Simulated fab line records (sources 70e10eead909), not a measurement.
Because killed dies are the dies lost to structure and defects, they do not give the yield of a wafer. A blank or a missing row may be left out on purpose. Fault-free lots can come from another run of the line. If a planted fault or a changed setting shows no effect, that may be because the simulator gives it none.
What tool caused it?    flow nand-harc    Sampling: 24 lots, 72 wafers, 6 of 1302 route steps

## WHAT THE GAUGES SHOWED, per wafer
NHARC_A_ONON_D1_THK_MEAS_02: measures by ellipsometry.
lot   measured      on             thk-nm (nm)
L074  day 7 15:14   film-metro-02  1004 1002 1002
L075  day 8 08:52   film-metro-02  989 988 987
L077  day 9 02:13   film-metro-01  993 991 994
L076  day 9 02:13   film-metro-02  1001 998 1001
L078  day 9 11:22   film-metro-02  1015 1015 1013
L079  day 10 00:13  film-metro-02  1005 1007 1004
L080  day 10 04:05  film-metro-01  998 998 997
L081  day 10 08:00  film-metro-02  991 991 992
L082  day 11 06:29  film-metro-01  1004 1004 1003
L083  day 11 06:28  film-metro-02  979 981 980
L084  day 11 23:47  film-metro-01  984 983 984
L085  day 12 14:45  film-metro-01  997 996 998
L086  day 12 20:43  film-metro-01  988 985 986
L087  day 13 20:12  film-metro-02  1013 1012 1013
L089  day 13 20:12  film-metro-02  987 986 988
L088  day 13 20:13  film-metro-01  986 986 986
L090  day 14 12:50  film-metro-01  994 996 998
L091  day 14 19:32  film-metro-02  995 996 994
L092  day 15 04:24  film-metro-02  987 987 988
L094  day 15 20:10  film-metro-01  984 983 983
L093  day 15 20:10  film-metro-02  1000 1000 1000
L095  day 16 06:47  film-metro-01  992 992 991
L096  day 17 04:48  film-metro-02  1000 1000 998
L097  day 17 18:28  film-metro-02  1001 1001 1002

NHARC_A_ONON_D1_THK_MEAS_14: measures by ellipsometry.
lot   measured      on             thk-nm (nm)
L074  day 7 17:31   film-metro-02  993 992 994
L075  day 8 11:08   film-metro-01  1010 1011 1009
L077  day 9 04:31   film-metro-01  996 996 997
L076  day 9 04:29   film-metro-02  1000 999 999
L078  day 9 13:37   film-metro-01  1006 1007 1006
L079  day 10 02:29  film-metro-02  989 992 988
L080  day 10 06:22  film-metro-01  997 995 997
L081  day 10 10:16  film-metro-01  1003 1001 1002
L082  day 11 08:45  film-metro-01  988 992 992
L083  day 11 08:44  film-metro-02  1007 1009 1008
L084  day 12 02:03  film-metro-02  1006 1006 1006
L085  day 12 17:01  film-metro-01  1017 1017 1017
L086  day 12 22:59  film-metro-02  998 1000 1001
L087  day 13 22:40  film-metro-01  1004 1006 1006
L089  day 13 22:28  film-metro-01  989 990 989
L088  day 13 22:28  film-metro-02  1021 1021 1021
L090  day 14 15:07  film-metro-02  997 998 998
L091  day 14 21:49  film-metro-01  975 973 974
L092  day 15 06:40  film-metro-02  998 999 998
L094  day 15 22:27  film-metro-01  1009 1009 1009
L093  day 15 22:26  film-metro-02  983 988 988
L095  day 16 09:19  film-metro-01  1006 1006 1003
L096  day 17 07:04  film-metro-02  998 999 997
L097  day 17 20:46  film-metro-02  968 972 972

NHARC_A_ONON_D1_THK_MEAS_24: measures by ellipsometry.
lot   measured      on             thk-nm (nm)
L074  day 8 02:20   film-metro-01  1004 1004 1004
L075  day 8 21:56   film-metro-01  988 989 989
L077  day 9 13:44   film-metro-02  1007 1010 1006
L076  day 9 13:45   film-metro-01  992 992 994
L078  day 9 22:59   film-metro-01  1003 1004 1003
L079  day 10 11:48  film-metro-01  1013 1010 1010
L080  day 10 17:44  film-metro-01  995 996 995
L081  day 10 17:44  film-metro-02  995 994 995
L082  day 11 17:40  film-metro-02  1006 1006 1004
L083  day 11 17:38  film-metro-01  992 992 992
L084  day 12 11:15  film-metro-02  1008 1011 1009
L085  day 13 01:56  film-metro-01  1007 1007 1006
L086  day 13 09:53  film-metro-01  1003 1001 1001
L087  day 14 08:35  film-metro-01  994 994 995
L089  day 14 08:56  film-metro-02  1003 1001 1003
L088  day 14 08:44  film-metro-02  1017 1017 1016
L090  day 15 00:39  film-metro-01  988 987 986
L091  day 15 08:34  film-metro-01  1004 1004 1004
L092  day 15 19:06  film-metro-01  1007 1007 1007
L094  day 16 07:29  film-metro-01  992 990 992
L093  day 16 07:43  film-metro-01  991 989 990
L095  day 17 05:43  film-metro-02  990 987 988
L096  day 17 20:20  film-metro-02  1004 1003 1004
L097  day 18 05:41  film-metro-02  999 999 999

NHARC_A_CHANNEL_HOLE_D1_OVL_MEAS_11.
lot   measured      on          overlay-x-nm (nm)  overlay-y-nm (nm)
L074  day 8 09:16   overlay-01  -0.2 0.2 0.0       -0.5 -0.2 0.0
L075  day 9 02:34   overlay-02  0.5 0.6 0.5        0.9 1.1 0.9
L077  day 9 19:02   overlay-01  0.8 0.4 0.9        0.4 -0.5 0.0
L076  day 9 20:16   overlay-02  -0.8 -0.8 -1.2     -0.4 -0.5 -0.7
L078  day 10 06:02  overlay-01  -0.2 -0.4 0.1      0.1 0.3 0.7
L079  day 10 16:17  overlay-01  0.3 0.4 0.4        1.3 1.3 1.3
L080  day 10 23:14  overlay-02  -0.2 0.1 -0.8      -0.3 -1.1 -0.5
L081  day 10 22:11  overlay-01  -0.3 0.4 -0.1      -0.6 -0.7 -1.1
L082  day 12 01:51  overlay-01  0.0 0.1 -0.5       -0.4 0.0 -0.5
L083  day 12 00:25  overlay-02  0.2 -0.4 -0.6      -1.1 -0.9 -0.3
L084  day 12 15:47  overlay-01  -0.2 0.4 0.0       -1.4 -1.1 -0.8
L085  day 13 07:11  overlay-02  -0.1 -0.6 -0.3     -0.6 -0.6 0.4
L086  day 13 16:21  overlay-02  0.5 1.0 0.4        0.0 -0.4 0.1
L087  day 14 13:02  overlay-01  0.2 -0.2 -0.2      0.1 0.1 -0.4
L089  day 14 13:36  overlay-02  1.1 1.5 1.0        -1.1 -0.9 -1.7
L088  day 14 13:20  overlay-01  0.4 -0.8 0.0       -0.3 -0.3 -0.2
L090  day 15 07:55  overlay-02  -1.4 -0.8 -0.9     -0.5 0.0 -0.3
L091  day 15 13:04  overlay-02  0.1 0.5 -0.7       -0.4 -0.5 -0.8
L092  day 15 23:37  overlay-02  0.5 0.0 0.1        -0.1 -0.2 0.4
L094  day 16 12:24  overlay-01  0.0 -0.1 -0.2      0.6 -0.3 0.1
L093  day 16 15:50  overlay-01  -0.6 -0.4 -0.9     -1.3 -0.7 -0.8
L095  day 17 10:13  overlay-02  0.2 0.0 -0.2       1.2 1.1 0.6
L096  day 18 00:49  overlay-02  -0.9 -1.2 -0.7     0.4 0.4 0.2
L097  day 18 11:49  overlay-02  0.1 0.3 0.6        -0.3 -0.4 0.5

## WHAT TOOL EACH LOT RAN ON (gives the tool, then ch and the chambers of the sampled wafers, and finally the start)
lot   NHARC_P_BONDPAD_ETCH_37             NHARC_P_BONDPAD_ACTIVATE_29
L074  rie-diel-01 ch 0,1,3, day 6 12:43   rie-diel-02 ch 2,3, day 6 15:15
L075  rie-diel-01 ch 0,1,3, day 7 04:43   rie-diel-07 ch 0,1,2, day 7 07:17
L077  rie-diel-01 ch 1,2,3, day 7 20:26   rie-diel-07 ch 0,1,2, day 7 23:01
L076  rie-diel-01 ch 0,1, day 7 22:37     rie-diel-01 ch 0,2, day 8 01:13
L078  rie-diel-01 ch 2,3, day 8 07:46     rie-diel-01 ch 0,2,3, day 8 10:25
L079  rie-diel-07 ch 0,2,3, day 8 20:26   rie-diel-01 ch 0,2, day 8 22:59
L080  rie-diel-07 ch 2,3, day 9 01:47     rie-diel-01 ch 1,2, day 9 04:19
L081  rie-diel-02 ch 0,2,3, day 9 06:28   rie-diel-07 ch 0,1,2, day 9 09:01
L082  rie-diel-01 ch 0,1,2, day 10 02:58  rie-diel-01 ch 0,1,2, day 10 05:38
L083  rie-diel-07 ch 0,1, day 10 04:07    rie-diel-07 ch 2,3, day 10 06:39
L084  rie-diel-02 ch 0,1,3, day 10 20:43  rie-diel-01 ch 1,2, day 10 23:19
L085  rie-diel-07 ch 1,3, day 11 10:07    rie-diel-02 ch 1,3, day 11 12:41
L086  rie-diel-02 ch 1,2,3, day 11 18:20  rie-diel-02 ch 0,2,3, day 11 20:53
L087  rie-diel-01 ch 0,1,2, day 12 17:46  rie-diel-01 ch 0,1, day 12 20:19
L089  rie-diel-01 ch 1,2,3, day 12 18:38  rie-diel-01 ch 0,2,3, day 12 21:10
L088  rie-diel-01 ch 0,2,3, day 12 19:37  rie-diel-07 ch 1,2, day 12 22:08
L090  rie-diel-01 ch 1,3, day 13 08:42    rie-diel-01 ch 0,1,2, day 13 11:13
L091  rie-diel-02 ch 1,2,3, day 13 18:04  rie-diel-01 ch 1,2,3, day 13 20:49
L092  rie-diel-01 ch 2,3, day 14 00:25    rie-diel-01 ch 0,2,3, day 14 02:59
L094  rie-diel-02 ch 0,1, day 14 15:52    rie-diel-01 ch 0,2,3, day 14 18:27
L093  rie-diel-01 ch 2,3, day 14 16:47    rie-diel-02 ch 1,2, day 14 19:21
L095  rie-diel-02 ch 1,2,3, day 15 04:26  rie-diel-01 ch 0,1,2, day 15 07:03
L096  rie-diel-02 ch 2,3, day 15 17:30    rie-diel-02 ch 1,2, day 15 20:01
L097  rie-diel-07 ch 0,2, day 16 06:55    rie-diel-01 ch 0,1, day 16 09:29
- NHARC_P_BONDPAD_ETCH_37: etches the open film in N2/H2, target depth 60 nm, overetch 18 nm, time 65.91 s.
- NHARC_P_BONDPAD_ACTIVATE_29: chemistry N2, time 60 s.

## WHAT THE TOOLS THEMSELVES READ (means of the sampled wafers that have a number; where no wafer has one, the mark that the record gives instead)
NHARC_P_BONDPAD_ETCH_37.
lot   tool         drypump-motor-current-A (A)  oes-product-au (a.u.)  rf-vpp-V (V)  showerhead-plenum-p-Torr (Torr)  throttle-valve-pct (%)
L074  rie-diel-01  5.9                          0.995                  430.0         2.03                             14.167
L075  rie-diel-01  5.9                          0.997                  430.7         2.03                             14.178
L077  rie-diel-01  5.8                          0.995                  429.3         2.03                             14.173
L076  rie-diel-01  5.7                          0.995                  431.4         2.06                             14.177
L078  rie-diel-01  5.6                          0.992                  428.1         1.97                             14.180
L079  rie-diel-07  5.7                          0.999                  431.2         2.04                             14.176
L080  rie-diel-07  5.5                          0.997                  432.3         2.11                             14.174
L081  rie-diel-02  5.8                          0.999                  429.6         2.01                             14.171
L082  rie-diel-01  5.5                          0.999                  430.6         2.01                             14.173
L083  rie-diel-07  6.3                          0.990                  427.6         1.95                             14.170
L084  rie-diel-02  5.8                          0.999                  431.3         2.06                             14.172
L085  rie-diel-07  6.0                          0.996                  430.5         2.04                             14.173
L086  rie-diel-02  5.4                          0.996                  431.7         2.07                             14.173
L087  rie-diel-01  5.5                          1.002                  428.8         2.01                             14.175
L089  rie-diel-01  5.8                          1.009                  430.8         2.03                             14.170
L088  rie-diel-01  5.7                          0.999                  428.9         1.98                             14.163
L090  rie-diel-01  6.0                          1.005                  431.5         2.08                             14.174
L091  rie-diel-02  5.4                          1.002                  432.0         2.07                             14.177
L092  rie-diel-01  5.6                          1.006                  428.3         1.97                             14.167
L094  rie-diel-02  5.5                          0.999                  432.4         2.12                             14.180
L093  rie-diel-01  5.6                          1.001                  428.3         1.97                             14.160
L095  rie-diel-02  5.4                          0.995                  432.0         2.07                             14.164
L096  rie-diel-02  5.5                          0.997                  429.1         2.01                             14.180
L097  rie-diel-07  5.9                          0.987                  428.2         1.97                             14.170

NHARC_P_BONDPAD_ACTIVATE_29.
lot   tool         drypump-motor-current-A (A)  oes-product-au (a.u.)  rf-vpp-V (V)  showerhead-plenum-p-Torr (Torr)
L074  rie-diel-02  5.6                          1.001                  63.5          1.74
L075  rie-diel-07  5.8                          0.996                  64.0          1.73
L077  rie-diel-07  5.8                          0.996                  64.9          1.72
L076  rie-diel-01  5.3                          1.002                  63.9          1.69
L078  rie-diel-01  5.7                          0.988                  64.1          1.71
L079  rie-diel-01  5.3                          0.996                  65.0          1.69
L080  rie-diel-01  5.6                          0.997                  64.3          1.78
L081  rie-diel-07  5.8                          0.997                  65.5          1.72
L082  rie-diel-01  5.5                          1.009                  63.8          1.74
L083  rie-diel-07  5.5                          0.992                  65.0          1.83
L084  rie-diel-01  5.4                          1.007                  63.9          1.73
L085  rie-diel-02  5.6                          1.000                  64.1          1.79
L086  rie-diel-02  5.8                          0.999                  64.1          1.74
L087  rie-diel-01  5.7                          1.001                  64.4          1.78
L089  rie-diel-01  5.7                          1.001                  64.7          1.71
L088  rie-diel-07  5.7                          0.991                  63.8          1.74
L090  rie-diel-01  5.5                          1.005                  64.2          1.74
L091  rie-diel-01  5.8                          0.995                  64.0          1.75
L092  rie-diel-01  5.7                          1.002                  63.9          1.71
L094  rie-diel-01  5.7                          1.003                  63.8          1.71
L093  rie-diel-02  5.2                          0.999                  64.0          1.84
L095  rie-diel-01  5.5                          0.999                  64.1          1.74
L096  rie-diel-02  5.1                          0.999                  63.7          1.84
L097  rie-diel-01  5.7                          0.997                  63.8          1.78

## THE ANSWER, worked out from the rows above alone
Rule: the usual values come from the lots themselves. Put in order of their means at a reading, lots are off if they are a third of the lots or fewer, leave a main group of 4 or more, and stand apart from it by a gap of 3 or more times the standard deviation of the main group's means; of several such gaps the widest counts. If all means in a main group match to the digits the tables above print for the reading, that group is not used. A lot without any number at a reading at which 4 lots or more have one is off too. All remaining lots with rows at the step are treated as sound. First the gauges in route order, then the tools' own readings, where a lot's mean is used as printed above. The first step at which some lot is off is used, and at that step the reading that is off furthest; a lot without a number counts as furthest.
None of the lots is off at any reading shown; this tells nothing.

## WHAT THE SIMULATOR HAD PUT IN
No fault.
